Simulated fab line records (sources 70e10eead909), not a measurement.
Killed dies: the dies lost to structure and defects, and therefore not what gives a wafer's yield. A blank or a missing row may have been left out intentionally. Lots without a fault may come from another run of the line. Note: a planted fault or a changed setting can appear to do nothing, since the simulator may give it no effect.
The tool behind it: which one?    flow nandHarc    38 wafers from 13 lots sampled at 6 of the route's 1159 steps

## WHAT THE GAUGES SHOWED, per wafer
NHARC_A_CONTACT_INSPECT_23. Usual: rawDefectCount at 402, with a standard deviation of 130.
lot   measured      on                rawDefectCount  flag
L375  day 17 16:31  defectInspect-01  287 346 414     
L376  day 18 01:07  defectInspect-01  361 315 367     
L378  day 18 05:20  defectInspect-02  314 468 384     
L380  day 18 19:04  defectInspect-02  282 286 441     
L385  day 19 20:00  defectInspect-02  323 895         
L386  day 20 14:28  defectInspect-01  328 263 330     
L388  day 21 17:20  defectInspect-02  324 377 427     
L387  day 21 21:27  defectInspect-02  372 363 361     
L390  day 21 23:48  defectInspect-02  432 499 862     
L391  day 22 10:01  defectInspect-02  383 297 377     
L395  day 22 17:47  defectInspect-01  394 605 494     
L394  day 22 20:50  defectInspect-02  264 298 389     
L396  day 23 08:47  defectInspect-02  649 764 562     

NHARC_A_BLC_INSPECT_12. Usual: rawDefectCount at 27, with a standard deviation of 12.
lot   measured      on                rawDefectCount  flag
L375  day 17 17:02  defectInspect-02  21 19 19        
L376  day 18 01:38  defectInspect-01  15 11 23        
L378  day 18 05:59  defectInspect-01  27 36 25        
L380  day 18 19:42  defectInspect-02  39 35 31        
L385  day 19 20:40  defectInspect-02  35 446          OFF
L386  day 20 14:58  defectInspect-02  24 28 22        
L388  day 21 17:58  defectInspect-02  13 17 11        
L387  day 21 21:58  defectInspect-02  29 24 25        
L390  day 22 00:26  defectInspect-01  33 34 42        
L391  day 22 10:40  defectInspect-01  36 25 39        
L395  day 22 18:25  defectInspect-01  40 40 40        
L394  day 22 21:28  defectInspect-01  31 29 34        
L396  day 23 09:25  defectInspect-01  25 17 13        

## WHAT TOOL EACH LOT RAN ON (gives the tool, then ch and the chambers of the sampled wafers, and finally the start)
lot   NHARC_A_CONTACT_ETCH_88            NHARC_A_CONTACT_ETCH_89                       NHARC_A_CONTACT_ETCH_110           NHARC_A_CONTACT_CMP_20
L375  rieDiel-03 ch 2,3, day 17 07:09    rieDiel-03 ch 0,2, day 17 09:50 or earlier    rieDiel-13 ch 0,1,2, day 17 09:50  cmp-02 ch 0,3, day 17 16:07
L376  rieDiel-06 ch 1,2, day 17 14:53    rieDiel-06 ch 0,2, day 17 17:55 or earlier    rieDiel-06 ch 0,1,2, day 17 17:55  cmp-04 ch 0,2,3, day 18 00:45
L378  rieDiel-13 ch 0,1,3, day 17 23:55  rieDiel-13 ch 1,2,3, day 18 02:26 or earlier  rieDiel-06 ch 0,1,2, day 18 02:26  cmp-04 ch 0,1,3, day 18 04:58
L380  rieDiel-13 ch 2,3, day 18 13:46    rieDiel-13 ch 1,2,3, day 18 16:29 or earlier  rieDiel-03 ch 0,1,2, day 18 16:29  cmp-01 ch 0,1,3, day 18 18:43
L385  rieDiel-13 ch 1,3, day 19 12:43    rieDiel-13 ch 0,1, day 19 16:05 or earlier    rieDiel-13 ch 0, day 19 16:05      cmp-04 ch 1,2, day 19 19:39
L386  rieDiel-03 ch 0,1, day 20 07:13    rieDiel-03 ch 1,2, day 20 10:02 or earlier    rieDiel-06 ch 0,1, day 20 10:02    cmp-01 ch 0,1, day 20 14:05
L388  rieDiel-06 ch 0,1,3, day 21 09:19  rieDiel-06 ch 0,1,2, day 21 11:59 or earlier  rieDiel-13 ch 1,2,3, day 21 11:59  cmp-02 ch 1,2,3, day 21 16:56
L387  rieDiel-06 ch 0,1, day 21 13:35    rieDiel-06 ch 0,1, day 21 16:34 or earlier    rieDiel-03 ch 1,2,3, day 21 16:34  cmp-02 ch 0,1,3, day 21 21:03
L390  rieDiel-06 ch 1,3, day 21 18:21    rieDiel-06 ch 0,1,3, day 21 21:22 or earlier  rieDiel-06 ch 0,1, day 21 21:22    cmp-01 ch 0,3, day 21 23:24
L391  rieDiel-06 ch 0,1,3, day 22 02:18  rieDiel-06 ch 1,3, day 22 05:17 or earlier    rieDiel-13 ch 1,2,3, day 22 05:17  cmp-01 ch 0,2,3, day 22 09:38
L395  rieDiel-13 ch 2,3, day 22 13:04    rieDiel-13 ch 0,1,2, day 22 15:38 or earlier  rieDiel-06 ch 0,1,3, day 22 15:38  cmp-01 ch 1,2,3, day 22 17:23
L394  rieDiel-03 ch 0,3, day 22 15:55    rieDiel-03 ch 0,2,3, day 22 18:41 or earlier  rieDiel-06 ch 1,2,3, day 22 18:41  cmp-01 ch 1,3, day 22 20:26
L396  rieDiel-06 ch 0,2,3, day 23 04:00  rieDiel-06 ch 0,1,3, day 23 06:38 or earlier  rieDiel-03 ch 0,2,3, day 23 06:38  cmp-02 ch 1,3, day 23 08:22
- NHARC_A_CONTACT_ETCH_88: etches the open film in CF4, target depth 39 nm, time 65 s.
- NHARC_A_CONTACT_ETCH_89: etches the open film in N2/H2, target depth 260 nm, time 475.3 s.
- NHARC_A_CONTACT_ETCH_110: etches the open film in CF4/O2, target depth 50 nm, overetch 5 nm, time 27.5 s.
- NHARC_A_CONTACT_CMP_20: polishes, t overpolish 30 s, target thk 300 nm.

## WHAT THE TOOLS THEMSELVES READ (means of the sampled wafers that have a number; where no wafer has one, the mark that the record gives instead)
NHARC_A_CONTACT_ETCH_88. Usual: drypumpMotorCurrentA 5.8 A, standard deviation 0.3; oesProductAu 0.996 a.u., standard deviation 0.014; rfVppV 151.2 V, standard deviation 1.4; showerheadPlenumPTorr 1.77 Torr, standard deviation 0.09; throttleValvePct 13.285 %, standard deviation 0.0092.
lot   tool        drypumpMotorCurrentA (A)  oesProductAu (a.u.)  rfVppV (V)  showerheadPlenumPTorr (Torr)  throttleValvePct (%)  flag
L375  rieDiel-03  6.0                       0.989                150.6       1.71                          13.285                
L376  rieDiel-06  5.7                       1.002                151.6       1.79                          13.276                
L378  rieDiel-13  5.9                       1.006                149.8       1.69                          13.279                
L380  rieDiel-13  5.8                       1.010                150.1       1.72                          13.285                
L385  rieDiel-13  5.9                       1.018                149.9       1.66                          13.292                
L386  rieDiel-03  6.2                       0.990                151.1       1.69                          13.281                
L388  rieDiel-06  5.7                       0.991                151.2       1.78                          13.281                
L387  rieDiel-06  5.7                       0.998                151.2       1.74                          13.287                
L390  rieDiel-06  5.9                       0.997                151.8       1.81                          13.291                
L391  rieDiel-06  5.8                       0.990                151.3       1.78                          13.280                
L395  rieDiel-13  5.8                       1.009                152.0       1.89                          13.282                
L394  rieDiel-03  6.1                       0.986                150.9       1.77                          13.301                
L396  rieDiel-06  5.7                       1.000                152.4       1.81                          13.280                

NHARC_A_CONTACT_ETCH_89. Usual: drypumpMotorCurrentA 5.8 A, standard deviation 0.31; oesProductAu 0.997 a.u., standard deviation 0.014; rfVppV 430 V, standard deviation 3.1; showerheadPlenumPTorr 2.04 Torr, standard deviation 0.11; throttleValvePct 14.171 %, standard deviation 0.0095.
lot   tool        drypumpMotorCurrentA (A)  oesProductAu (a.u.)  rfVppV (V)  showerheadPlenumPTorr (Torr)  throttleValvePct (%)  flag
L375  rieDiel-03  6.0                       0.991                427         1.90                          14.178                
L376  rieDiel-06  5.5                       1.007                431         2.07                          14.176                
L378  rieDiel-13  5.7                       1.009                429         2.00                          14.168                
L380  rieDiel-13  5.7                       1.010                429         2.00                          14.178                
L385  rieDiel-13  5.8                       0.990                429         1.96                          14.167                
L386  rieDiel-03  6.1                       1.007                432         2.13                          14.171                
L388  rieDiel-06  5.6                       1.003                430         2.04                          14.167                
L387  rieDiel-06  5.7                       1.004                429         2.00                          14.157                
L390  rieDiel-06  5.7                       0.999                431         2.06                          14.172                
L391  rieDiel-06  5.9                       0.999                431         2.09                          14.173                
L395  rieDiel-13  5.6                       0.993                430         2.03                          14.175                
L394  rieDiel-03  6.1                       0.987                431         2.08                          14.176                
L396  rieDiel-06  5.8                       0.999                431         2.05                          14.177                

NHARC_A_CONTACT_ETCH_110. Usual: drypumpMotorCurrentA 5.8 A, standard deviation 0.3; oes_o_777_au 1.000 a.u., standard deviation 0.0044; oesProductAu 0.999 a.u., standard deviation 0.013; rfVppV 197.9 V, standard deviation 1.6; showerheadPlenumPTorr 1.34 Torr, standard deviation 0.069; throttleValvePct 13.399 %, standard deviation 0.0097.
lot   tool        drypumpMotorCurrentA (A)  oes_o_777_au (a.u.)  oesProductAu (a.u.)  rfVppV (V)  showerheadPlenumPTorr (Torr)  throttleValvePct (%)  flag
L375  rieDiel-13  5.6                       1.003                1.003                198.1       1.34                          13.403                
L376  rieDiel-06  5.6                       1.000                0.993                198.8       1.33                          13.400                
L378  rieDiel-06  5.6                       0.996                1.000                198.2       1.33                          13.408                
L380  rieDiel-03  6.1                       1.003                0.999                197.4       1.34                          13.403                
L385  rieDiel-13  5.9                       1.002                0.980                197.6       1.32                          13.396                
L386  rieDiel-06  5.7                       0.997                1.002                198.0       1.31                          13.403                
L388  rieDiel-13  5.7                       0.995                0.992                198.2       1.37                          13.402                
L387  rieDiel-03  6.1                       1.001                0.993                198.7       1.36                          13.388                
L390  rieDiel-06  5.5                       0.995                0.996                197.2       1.29                          13.390                
L391  rieDiel-13  5.7                       1.002                1.004                198.8       1.37                          13.396                
L395  rieDiel-06  5.7                       1.003                1.006                198.7       1.35                          13.394                
L394  rieDiel-06  5.8                       1.000                1.007                199.2       1.39                          13.398                
L396  rieDiel-03  6.1                       1.001                1.002                198.8       1.36                          13.397                

NHARC_A_CONTACT_CMP_20. Usual: edgeZonePressureFrac 1.000, standard deviation 0.0045; motorCurrentA 12.2 A, standard deviation 0.84; overpolishRunS 30.000 s, standard deviation 0.0094; retainingRingPressureFrac 1.000, standard deviation 0.0049; timeToEndpointS 60 s, standard deviation 3.3.
lot   tool    edgeZonePressureFrac  motorCurrentA (A)  overpolishRunS (s)  retainingRingPressureFrac  timeToEndpointS (s)  flag
L375  cmp-02  0.999                 12.7               29.993              0.996                      59                   
L376  cmp-04  1.000                 12.4               30.001              1.001                      60                   
L378  cmp-04  1.001                 12.4               30.000              0.997                      61                   
L380  cmp-01  1.004                 12.0               30.003              1.003                      60                   
L385  cmp-04  1.002                 11.2               30.006              1.000                      58                   
L386  cmp-01  0.999                 12.1               30.009              1.003                      59                   
L388  cmp-02  0.997                 11.9               29.997              1.004                      59                   
L387  cmp-02  0.997                 12.2               30.003              1.002                      59                   
L390  cmp-01  1.000                 11.6               30.000              0.997                      58                   
L391  cmp-01  0.998                 11.3               30.004              1.004                      62                   
L395  cmp-01  0.996                 11.7               30.005              1.000                      60                   
L394  cmp-01  1.000                 12.2               29.991              0.996                      60                   
L396  cmp-02  1.001                 12.4               29.997              1.000                      61                   

## THE ANSWER, worked out from the rows above alone
Rule: take the mean of a lot's wafers that have a number; if it is more than 3 standard deviations from the usual mean, the lot is off. A lot without any number at a reading at which 4 lots or more have one is off too. All remaining lots with rows at the step are treated as sound. After the gauges, taken in route order, come the tools' own readings; for these a lot's mean is taken, as printed above. At the first step where some lot is off, the reading lying furthest off is the one used; lots without a number count as furthest.
Off at NHARC_A_BLC_INSPECT_12 (rawDefectCount): L385.
If a tool, at a process step before that reading, ran all the lots that are off and no sound lot after the first of them, it fits. Those tools and the gauges at NHARC_A_BLC_INSPECT_12 are tried in the same way. NHARC_A_CONTACT_ETCH_89: start missing for some lots; hours and lot order therefore follow NHARC_A_CONTACT_ETCH_110. One fits: cmp-04 at NHARC_A_CONTACT_CMP_20. Its last sound lot is L378 (day 18 04:58), its first lot that is off L385 (day 19 19:39): a fault that began between those two fits.

## WHAT THE SIMULATOR PUT IN
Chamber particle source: cmp-04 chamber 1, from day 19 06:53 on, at NHARC_A_CONTACT_CMP_20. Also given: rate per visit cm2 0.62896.
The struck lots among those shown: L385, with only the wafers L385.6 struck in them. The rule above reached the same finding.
